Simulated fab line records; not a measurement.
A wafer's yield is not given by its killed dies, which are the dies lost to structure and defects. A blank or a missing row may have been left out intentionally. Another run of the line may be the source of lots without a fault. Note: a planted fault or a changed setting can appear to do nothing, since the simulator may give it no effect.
A lot that was struck, set against a sound lot | flow n5_finfet | 16 out of 1938 route steps
Sound: these wafers, L848.1, L848.2, L848.4. Struck: wafers L860.4, L860.6. (L860.3 of the same lot was not struck and is left out.) The cause comes at the end.
At each step with rows: each side's tool, then ch and its chambers, then its first start. Under that, the readings that differ: sound wafers | struck wafers | difference of the means | sigmas: that difference in standard deviations of wafers without a fault.
alike: a reading whose means differ by less than 2 such deviations, as well as words and numbers matching on both sides. not compared: withheld readings; readings where some wafer has no value; bounds like >300 that might hide an equal value; numbers whose values overlap and for which the record gives no deviation.
Wherever a step has rows on one side only, a row that says differs or no value, or a row with sigmas, the two part there. Non-overlapping numbers with no deviation appear without sigmas and do not part them. A reading that every wafer of one side lacks parts them only if that side has two wafers or more.

N5_BEOL_M3_SPUTTER_90: material Cu, target thk 4.5 nm, time 8.29 s.
  sound: pvd_sputter-02 at day 9 21:08; struck: pvd_sputter-02 at day 13 06:23
  alike: chuck_sensor_temp_C, throttle_valve_pct
then, 2 steps without rows for these wafers: N5_BEOL_M3_ANNEAL_91 (time 240 s); N5_BEOL_M3_SPUTTER_92 (material Cu, target thk 4.5 nm, time 8.29 s).
N5_BEOL_M3_ANNEAL_93: time 240 s.
  sound: pvd_sputter-02 at day 9 21:26; struck: pvd_sputter-02 at day 13 06:41
  alike: heater_power_w
then, 1 step without rows for these wafers: N5_BEOL_M3_SPUTTER_94 (material Cu, target thk 4.5 nm, time 8.29 s).
N5_BEOL_M3_ANNEAL_95: time 240 s.
  sound: pvd_sputter-02 at day 9 21:40; struck: pvd_sputter-02 at day 13 06:54
  alike: heater_power_w
then, 2 steps without rows for these wafers: N5_BEOL_M3_SPUTTER_96 (material Cu, target thk 4.5 nm, time 8.29 s); N5_BEOL_M3_ECD_50 (material Cu, target thk 300 nm).
N5_BEOL_M3_ANNEAL_51: time 90 s.
  sound on rtp_anneal-01 ch 0, day 9 22:10; struck on rtp_anneal-01 ch 0, day 13 07:25
  alike: wafer_temp_C_max
N5_BEOL_M3_CMP_52: polishes, stops on SiOC, t overpolish 6.8 s, target thk 40 nm.
  sound on cmp-01 ch 0,1,2, day 9 22:28; struck on cmp-01 ch 0,2, day 13 07:40
  alike: barrier_field_endpoint_s, motor_current_A, overpolish_run_s, time_to_endpoint_s
N5_BEOL_M3_THK_MEAS_53: measures by xrf.
  sound: film_metro-01 at day 9 22:46; struck: film_metro-01 at day 13 07:55
  alike: M3_THK
then, 1 step without rows for these wafers: N5_BEOL_M3_PRE_CLEAN_60 (time 15 s).
N5_BEOL_M3_CO_CAP_55: material Co, precursor CCTBA/H2, target thk 2 nm, time 102.1 s.
  sound on cvd_co-01 ch 0,1,2, day 9 22:55; struck on cvd_co-02 ch 1,2, day 13 07:59
  reading                                   | sound             | struck    | difference | sigmas
  run_length_s (s)                          | 125.0 124.6 124.6 | 66.7 66.7 | -58.0      | -99 or more
  model.Co_of_BEOL_M3_CO_CAP_55.thk_nm (nm) | 2 2 1.8           | 1 0.8     | -1         |
  alike: chamber_pressure_Torr, heater_power_w
then, 1 step without rows for these wafers: N5_BEOL_M3_PRE_CLEAN_56 (time 15 s).
N5_BEOL_M4_RC_MEAS_101:
  sound on prober-01 ch 0, day 10 22:28; struck on prober-01 ch 0, day 14 07:25
  reading       | sound          | struck    | difference | sigmas
  SS_P (mV/dec) | 73.0 72.4 72.9 | 74.4 74.1 | +1.5       | +2
  alike: DIBL_N, DIBL_P, IOFF_N, IOFF_P, ION_N, ION_P, SS_N, VT_N, VT_P
-- record jumps: 5 days separate the struck wafers' starts on either side; left off in module BEOL_M4, taken up again in module PASSIVATION, whose first shown step is the route's number 1936 --
N5_PASSIVATION_PROBE_49:
  the record has rows for the struck wafers here (prober-02, day 19 06:41) and none for the sound ones

## WHERE THEY PART
At N5_BEOL_M3_CO_CAP_55 first; at N5_PASSIVATION_PROBE_49 last (within this record only).

WHY: whatever the simulator had introduced
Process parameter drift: cvd_co-02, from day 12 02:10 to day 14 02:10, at N5_BEOL_M3_CO_CAP_55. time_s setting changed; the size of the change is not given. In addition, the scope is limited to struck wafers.
